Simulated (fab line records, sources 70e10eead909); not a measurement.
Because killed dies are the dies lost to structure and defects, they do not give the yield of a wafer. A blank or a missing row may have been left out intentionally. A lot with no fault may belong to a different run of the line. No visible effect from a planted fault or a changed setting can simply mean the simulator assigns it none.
fab line records ; flow nandHarc
[record] lots = 6; wafers = 18; lastDay = 32
route steps=1302 shown A_ONON_D1@428
lots that met no fault: from a run of the same line without faults
startH: hours from the record's first day to the start of the lot's first wafer shown ; waitH: time in hours since the lot's previous step ; " same as the row above ; L1.1+2: several wafers, shown together as one row ; - no value, or no start was given ; * or withheld: withheld ; < > ~ a bound
route shown NAME@n: a module of which the file shows steps, and the number in the route of the first ; usual: mean and standard deviation over wafers with no fault ; same: alike in all rows ; chamber/n: place in a boat ; sites: per-site readings ; _std_site: standard deviation of those values ; _edge_site: outer sites' mean less inner sites' ; radiusMm: for every site, how far away it sits from the centre of the wafer ; mask NAME#n: copy n ; behind: the most recent tool/chamber to have shaped the wafer ; hold: cause of the lot's hold/its duration in hours/its outcome ; device: which transistor (n, p or np) failed to switch ; end of line: the route-end tests of the same wafers ; a step with no rows: only its recipe ; killed: count of dies lost to structure and defects at first sort (not the wafer's yield) ; map: dies across one wafer; x = killed, . = not, _ = none there
set.NAME: setting as actually run; set.NAME@STEP: the setting as run at that earlier step ; model.NAME: the simulator's own value behind a step, which no gauge read
lots at some steps of the route; a table a step, a row a wafer
services: when a tool's chamber went out of use (startH, in hours from the record's first day, below 0 if earlier), for how many hours, and the reason
[[steps]]
[step NHARC_A_ONON_D1_DEP_06]
[recipe] targetThkA = 10000; n2FlowSccm = 2750; n2oFlowSccm = 2000; nh3FlowSccm = 500; sih4FlowSccm = 210; tempC = 400
[step NHARC_A_ONON_D1_THK_MEAS_08]
[recipe] thkMeasGauge = ellipsometry
[usual] thkNm = 1002/11
lot.wafer;tool;chamber;startH;waitH;thkNm
L511.3;filmMetro-02;-;172.60;-;982
L511.5;filmMetro-02;-;172.60;-;981
L511.6;filmMetro-02;-;172.60;-;982
L516.1;filmMetro-01;-;227.26;-;991
L516.3;filmMetro-01;-;227.26;-;989
L516.4;filmMetro-01;-;227.26;-;991
L521.1;filmMetro-01;-;261.35;-;997
L521.3;filmMetro-01;-;261.35;-;998
L521.4;filmMetro-01;-;261.35;-;997
L523.3;filmMetro-01;-;286.77;-;1013
L523.4;filmMetro-01;-;286.77;-;1013
L523.6;filmMetro-01;-;286.77;-;1014
L527.3;filmMetro-01;-;330.91;-;992
L527.4;filmMetro-01;-;330.91;-;992
L527.5;filmMetro-01;-;330.91;-;992
L529.2;filmMetro-02;-;340.96;-;1013
L529.3;filmMetro-02;-;340.96;-;1013
L529.6;filmMetro-02;-;340.96;-;1015
[step NHARC_A_ONON_D1_DEP_09]
[recipe] targetThkA = 10000; n2FlowSccm = 2750; n2oFlowSccm = 2000; nh3FlowSccm = 500; sih4FlowSccm = 210; tempC = 400
[step NHARC_A_ONON_D1_THK_MEAS_11]
[recipe] thkMeasGauge = ellipsometry
[usual] thkNm = 1001/8.6
lot.wafer;tool;chamber;startH;waitH;thkNm
L511.3;filmMetro-02;-;173.17;-;999
L511.5;filmMetro-02;-;173.17;-;997
L511.6;filmMetro-02;-;173.17;-;998
L516.1;filmMetro-02;-;227.82;-;996
L516.3;filmMetro-02;-;227.82;-;995
L516.4;filmMetro-02;-;227.82;-;996
L521.1;filmMetro-01;-;261.91;-;995
L521.3;filmMetro-01;-;261.91;-;998
L521.4;filmMetro-01;-;261.91;-;996
L523.3;filmMetro-01;-;287.33;-;994
L523.4;filmMetro-01;-;287.33;-;994
L523.6;filmMetro-01;-;287.33;-;994
L527.3;filmMetro-01;-;331.47;-;1003
L527.4;filmMetro-01;-;331.47;-;1002
L527.5;filmMetro-01;-;331.47;-;1004
L529.2;filmMetro-02;-;341.53;-;996
L529.3;filmMetro-02;-;341.53;-;995
L529.6;filmMetro-02;-;341.53;-;995
[step NHARC_A_ONON_D1_DEP_12]
[recipe] targetThkA = 10000; n2FlowSccm = 2750; n2oFlowSccm = 2000; nh3FlowSccm = 500; sih4FlowSccm = 210; tempC = 400
[step NHARC_A_ONON_D1_THK_MEAS_14]
[recipe] thkMeasGauge = ellipsometry
[usual] thkNm = 996/9.1
lot.wafer;tool;chamber;startH;waitH;thkNm
L511.3;filmMetro-02;-;173.74;-;1006
L511.5;filmMetro-02;-;173.74;-;1004
L511.6;filmMetro-02;-;173.74;-;1006
L516.1;filmMetro-02;-;228.39;-;996
L516.3;filmMetro-02;-;228.39;-;994
L516.4;filmMetro-02;-;228.39;-;996
L521.1;filmMetro-02;-;262.51;-;997
L521.3;filmMetro-02;-;262.51;-;1000
L521.4;filmMetro-02;-;262.51;-;999
L523.3;filmMetro-01;-;287.91;-;977
L523.4;filmMetro-01;-;287.91;-;978
L523.6;filmMetro-01;-;287.91;-;978
L527.3;filmMetro-01;-;332.04;-;996
L527.4;filmMetro-01;-;332.04;-;994
L527.5;filmMetro-01;-;332.04;-;995
L529.2;filmMetro-01;-;342.10;-;997
L529.3;filmMetro-01;-;342.10;-;997
L529.6;filmMetro-01;-;342.10;-;998
[step NHARC_A_ONON_D1_ANNEAL_15]
[recipe] tempC = 750; timeS = 3600
[step NHARC_A_ONON_D1_DEP_16]
[recipe] targetThkA = 10000; n2FlowSccm = 2750; n2oFlowSccm = 2000; nh3FlowSccm = 500; sih4FlowSccm = 210; tempC = 400
[step NHARC_A_ONON_D1_THK_MEAS_18]
[recipe] thkMeasGauge = ellipsometry
[usual] thkNm = 1002/9.8
lot.wafer;tool;chamber;startH;waitH;thkNm
L511.3;filmMetro-01;-;183.14;-;991
L511.5;filmMetro-01;-;183.14;-;994
L511.6;filmMetro-01;-;183.14;-;990
L516.1;filmMetro-02;-;236.16;-;1018
L516.3;filmMetro-02;-;236.16;-;1016
L516.4;filmMetro-02;-;236.16;-;1017
L521.1;filmMetro-01;-;270.23;-;1002
L521.3;filmMetro-01;-;270.23;-;1004
L521.4;filmMetro-01;-;270.23;-;1003
L523.3;filmMetro-01;-;295.89;-;992
L523.4;filmMetro-01;-;295.89;-;994
L523.6;filmMetro-01;-;295.89;-;992
L527.3;filmMetro-02;-;339.66;-;995
L527.4;filmMetro-02;-;339.66;-;993
L527.5;filmMetro-02;-;339.66;-;996
L529.2;filmMetro-01;-;350.62;-;999
L529.3;filmMetro-01;-;350.62;-;1001
L529.6;filmMetro-01;-;350.62;-;1000
[step NHARC_A_ONON_D1_DEP_19]
[recipe] targetThkA = 10000; n2FlowSccm = 2750; n2oFlowSccm = 2000; nh3FlowSccm = 500; sih4FlowSccm = 210; tempC = 400
[step NHARC_A_ONON_D1_THK_MEAS_21]
[recipe] thkMeasGauge = ellipsometry
[usual] thkNm = 1004/10
lot.wafer;tool;chamber;startH;waitH;thkNm
L511.3;filmMetro-01;-;183.71;-;1003
L511.5;filmMetro-01;-;183.71;-;1004
L511.6;filmMetro-01;-;183.71;-;1006
L516.1;filmMetro-01;-;236.72;-;998
L516.3;filmMetro-01;-;236.72;-;996
L516.4;filmMetro-01;-;236.72;-;998
L521.1;filmMetro-02;-;270.79;-;994
L521.3;filmMetro-02;-;270.79;-;995
L521.4;filmMetro-02;-;270.79;-;994
L523.3;filmMetro-01;-;296.46;-;1010
L523.4;filmMetro-01;-;296.46;-;1010
L523.6;filmMetro-01;-;296.46;-;1012
L527.3;filmMetro-02;-;340.22;-;1003
L527.4;filmMetro-02;-;340.22;-;1005
L527.5;filmMetro-02;-;340.22;-;1006
L529.2;filmMetro-01;-;351.19;-;982
L529.3;filmMetro-01;-;351.19;-;981
L529.6;filmMetro-01;-;351.19;-;981
[step NHARC_A_ONON_D1_DEP_22]
[recipe] targetThkA = 10000; n2FlowSccm = 2750; n2oFlowSccm = 2000; nh3FlowSccm = 500; sih4FlowSccm = 210; tempC = 400
[usual] n2oFlowSccm = 2000/6.5
lot.wafer;tool;chamber;startH;waitH;n2oFlowSccm
L511.3;pecvdOnon-02;0;183.88;0.2;2000
L511.5;pecvdOnon-02;0;183.88;0.2;1999
L511.6;pecvdOnon-02;0;183.88;0.2;2009
L516.1;pecvdOnon-02;0;236.78;0.1;1999
L516.3;pecvdOnon-02;0;236.78;0.1;1996
L516.4;pecvdOnon-02;0;236.78;0.1;2005
L521.1;pecvdOnon-02;0;270.85;0.1;1995
L521.3;pecvdOnon-02;0;270.85;0.1;2002
L521.4;pecvdOnon-02;0;270.85;0.1;2001
L523.3;pecvdOnon-02;0;296.63;0.2;2001
L523.4;pecvdOnon-02;0;296.63;0.2;2002
L523.6;pecvdOnon-02;0;296.63;0.2;2006
L527.3;pecvdOnon-04;0;340.39;0.2;2001
L527.4;pecvdOnon-04;0;340.39;0.2;1996
L527.5;pecvdOnon-04;0;340.39;0.2;1998
L529.2;pecvdOnon-01;0;351.30;0.1;1997
L529.3;pecvdOnon-01;0;351.30;0.1;1986
L529.6;pecvdOnon-01;0;351.30;0.1;1989
[step NHARC_A_ONON_D1_THK_MEAS_24]
[recipe] thkMeasGauge = ellipsometry
[usual] thkNm = 999/8.4
lot.wafer;tool;chamber;startH;waitH;hold;thkNm
L511.3;filmMetro-01;-;184.27;-;-;1000
L511.5;filmMetro-01;-;184.27;-;-;999
L511.6;filmMetro-01;-;184.27;-;-;996
L516.1;filmMetro-01;-;237.28;-;-;989
L516.3;filmMetro-01;-;237.28;-;-;987
L516.4;filmMetro-01;-;237.28;-;-;990
L521.1;filmMetro-02;-;271.35;-;awaitDispo/0.2h/release;999
L521.3;filmMetro-02;-;271.35;-;awaitDispo/0.2h/release;1515
L521.4;filmMetro-02;-;271.35;-;awaitDispo/0.2h/release;999
L521.1;filmMetro-02;-;271.53;0.2;-;999
L521.3;filmMetro-02;-;271.53;0.2;-;1512
L521.4;filmMetro-02;-;271.53;0.2;-;1000
L523.3;filmMetro-01;-;297.03;-;awaitDispo/0.2h/release;1521
L523.4;filmMetro-01;-;297.03;-;awaitDispo/0.2h/release;1006
L523.6;filmMetro-01;-;297.03;-;awaitDispo/0.2h/release;1006
L523.3;filmMetro-01;-;297.20;0.2;-;1521
L523.4;filmMetro-01;-;297.20;0.2;-;1008
L523.6;filmMetro-01;-;297.20;0.2;-;1006
L527.3;filmMetro-01;-;340.79;-;-;987
L527.4;filmMetro-01;-;340.79;-;-;987
L527.5;filmMetro-01;-;340.79;-;-;986
L529.2;filmMetro-01;-;351.75;-;-;1004
L529.3;filmMetro-01;-;351.75;-;-;1004
L529.6;filmMetro-01;-;351.75;-;-;1005
[[services]]
tool;chamber;startH;hours;kind
pecvdOnon-02;-;185.26;13.0;pm
pecvdOnon-04;-;258.45;5.6;repair
pecvdOnon-01;-;269.00;13.0;pm
pecvdOnon-04;-;311.75;13.0;pm
pecvdOnon-04;-;326.73;2.5;repair
[[key]]
[firstSign] step = NHARC_A_ONON_D1_THK_MEAS_24; reading = visit; direction = added
[effect] step = NHARC_A_ONON_D1_THK_MEAS_24; reading = thkNm; direction = up; sigmas = 62; usual = 999; struck = 1518
metAt NHARC_A_ONON_D1_DEP_22
struckWafers L521.3,L523.3
laterRowsLeftOut L521.3,L523.3
sortLeftOut L521.3,L523.3
testerLeftOut L521,L523
onsetBetween 236.78 270.85
[fault] kind = processParameterDrift; tool = pecvdOnon-02; chamber = -; onsetH = 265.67; steps = NHARC_A_ONON_D1_DEP_22; channel = targetThkA; offset = *; shape = step; endH = 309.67; scope = struckWafersOnly; actsIn = *; stated = *
// testerLeftOut: of these lots the tester's yield and bins aren't shown, on N5 and GAA mostly nor the transistor test; their killed dies are dies lost to structure and defects alone, not to doping, threshold or leakage, so they don't give the yield
// sortLeftOut: the simulated sort isn't trusted on such a fault, so these wafers' sort isn't shown, and their yield isn't known
// laterRowsLeftOut: the simulator's readings of these wafers behind a module that went badly wrong aren't trusted and aren't shown, but for the sort
